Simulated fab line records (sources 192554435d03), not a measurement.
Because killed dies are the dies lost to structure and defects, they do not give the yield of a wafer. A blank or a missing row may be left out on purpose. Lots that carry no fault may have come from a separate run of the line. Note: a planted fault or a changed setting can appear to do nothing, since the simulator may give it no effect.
Chamber matching | flow n5Finfet | N5_BEOL_M4_STRIP_66 on rieDiel-01: 4 sister chambers
The step strips in CF4. 8 wafers are shown with their chamber, then 7 later ones without.

== WAFERS PAIRED WITH THEIR CHAMBERS ==
wafer  | chamber | drypumpMotorCurrentA (A) | showerheadPlenumPTorr (Torr)
L075.5 | 2       | 5.1                      | 1.88
L080.3 | 0       | 5.6                      | 1.78
L080.4 | 3       | 6.5                      | 1.90
L085.1 | 1       | 5.7                      | 1.77
L085.4 | 3       | 6.5                      | 1.90
L085.5 | 0       | 5.6                      | 1.78
L086.2 | 2       | 5.1                      | 1.87
L086.4 | 1       | 5.8                      | 1.76

== WAFERS MISSING THEIR CHAMBER ==
wafer  | drypumpMotorCurrentA (A) | showerheadPlenumPTorr (Torr)
L086.6 | 5.6                      | 1.77
L091.3 | 6.5                      | 1.90
L091.4 | 5.7                      | 1.77
L091.6 | 5.1                      | 1.87
L095.1 | 5.7                      | 1.76
L095.4 | 5.6                      | 1.77
L095.5 | 5.6                      | 1.77

== WHICH CHAMBER EACH ONE RAN IN ==
wafer  | from the rows above     | in truth
L086.6 | 0                       | 0
L091.3 | 3                       | 3
L091.4 | can't be placed: 1 or 0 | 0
L091.6 | 2                       | 2
L095.1 | 1                       | 1
L095.4 | 0                       | 0
L095.5 | 0                       | 0
Correct placement for 6 of the 7. Can't be placed from these rows: 1 (the true chamber is among the candidates in 1). 0 placed wrongly.
How it was worked out, from the rows above alone: a wafer's distance from a chamber is the root of the sum, over the readings, of the square of ((its reading less the chamber's mean) divided by the reading's scatter). If the next closest chamber is less than 2 further off than the closest, the wafer can't be placed; otherwise it belongs to the closest. For every chamber, the mean is computed from those of its wafers that are shown. The scatter: the root of (the sum of the squares of (reading less its chamber's mean) over the shown wafers, divided by (wafers less chambers)).
